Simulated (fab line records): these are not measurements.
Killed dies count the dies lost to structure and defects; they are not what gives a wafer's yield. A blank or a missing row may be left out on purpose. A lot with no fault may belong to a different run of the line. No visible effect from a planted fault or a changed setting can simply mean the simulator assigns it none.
Split-lot study | flow n5-finfet | on a route of 1938 steps: 7 lots, 21 wafers read

ABOUT THE SPLIT
At N5_BEOL_M9_ETCH_62 (etches SOC in N2/H2, target depth 110 nm, overetch 22 nm, time 165 s), the setting time-s was moved away from the recipe's 165 s on 6 of the 21 wafers read, by +12.8% to +17.7%. All remaining wafers had this setting at the recipe value.

FROM THE SPLIT TO THE READING: what the file shows between them, 2 steps
- N5_BEOL_M9_STRIP_68: strips in N2/H2
- N5_BEOL_M9_STRIP_67: strips in CF4

THE READING
etch.depth-nm (the simulator's own value, which no gauge read), in nm, at N5_BEOL_M9_HM_OPEN_17 (chemistry Cl2/BCl3, target TiN, target depth 20 nm, overetch 6 nm). The file does not state a usual value for it. Here, 15 wafers ran the recipe; their average is 20.18 nm with a standard deviation of 0.19 nm.

wafer  | tool, chamber at the split | time-s as run, s | against the recipe | etch.depth-nm, nm | against lot-mates on the recipe
L074.1 | rie-diel-03, 1             | 165              | recipe             | 19.85             | -
L074.3 | rie-diel-03, 3,1           | 194.2            | +17.7%             | 17.22             | -2.63
L074.5 | rie-diel-03, 3,1           | 194.2            | +17.7%             | 16.98             | -2.87
L079.1 | rie-diel-04, 1,0,2         | 165              | recipe             | 20.64             | -
L079.4 | rie-diel-04, 1,0,2         | 165              | recipe             | 20.36             | -
L079.5 | rie-diel-04, 1,0,2         | 165              | recipe             | 20.34             | -
L078.3 | rie-diel-03, 2,0           | 186.2            | +12.8%             | 18.38             | -1.68
L078.4 | rie-diel-03, 2,0           | 186.2            | +12.8%             | 18.21             | -1.85
L078.5 | rie-diel-03, 1             | 165              | recipe             | 20.06             | -
L086.3 | rie-diel-03, 2,2,3         | 165              | recipe             | 20.01             | -
L086.4 | rie-diel-03, 2,2,3         | 165              | recipe             | 20.31             | -
L086.6 | rie-diel-03, 2,2,3         | 165              | recipe             | 20                | -
L090.1 | rie-diel-04, 3,0           | 193.5            | +17.3%             | 17.37             | -2.86
L090.5 | rie-diel-04, 3,0           | 193.5            | +17.3%             | 17.39             | -2.84
L090.6 | rie-diel-04, 1             | 165              | recipe             | 20.23             | -
L091.1 | rie-diel-04, 1,0,0         | 165              | recipe             | 20.13             | -
L091.3 | rie-diel-04, 1,0,0         | 165              | recipe             | 20.09             | -
L091.5 | rie-diel-04, 1,0,0         | 165              | recipe             | 19.96             | -
L094.1 | rie-diel-06, 2,3,0         | 165              | recipe             | 20.21             | -
L094.3 | rie-diel-06, 2,3,0         | 165              | recipe             | 20.21             | -
L094.6 | rie-diel-06, 2,3,0         | 165              | recipe             | 20.28             | -
Where a row lists several chambers, the file gives one row for several wafers and doesn't say which wafer went through which chamber.

THE FIT
A straight line over all 21 wafers: etch.depth-nm changes by -0.164 nm for each +1% of time-s; r = -0.99; the points scatter about the line by 0.2 nm.
The same after taking each lot's own level away (the mean of its wafers on the recipe; 21 wafers): -0.156 nm for each +1%; r = -0.99; scatter 0.13 nm.
According to that fit, moving time-s by its largest amount changes the reading by 2.8 nm.
Measured against the standard deviation above, the lots' own levels, which go from 19.850 to 20.447 nm, span 3.1 times it.
Consequently the slope shifts little with the lot-to-lot level, the two slopes agreeing.
Check: -2.78 nm against its lot-mates is what the line predicts for one of the wafers moved furthest among these (+17.7%) when that wafer is left out of the fit. It came out at -2.63 nm against them.

OTHER SPLITS APPLIED TO THESE WAFERS
These wafers also went through other splits before the reading. Each is held against what the fit with the lots' levels taken away leaves over:
other split on the same wafers | wafers away from the commonest value | r with etch.depth-nm (lot level and that fit taken away)
N5_BEOL_M4_DEP_57 time-s       | 6                                    | +0.25
N5_BEOL_M5_ETCH_68 time-s      | 8                                    | -0.34
N5_BEOL_M7_ETCH_61 source-w    | 4                                    | -0.28

FILE'S OWN FIT
etch.depth-nm changes by -0.155 nm for each +1% of time-s, r = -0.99.
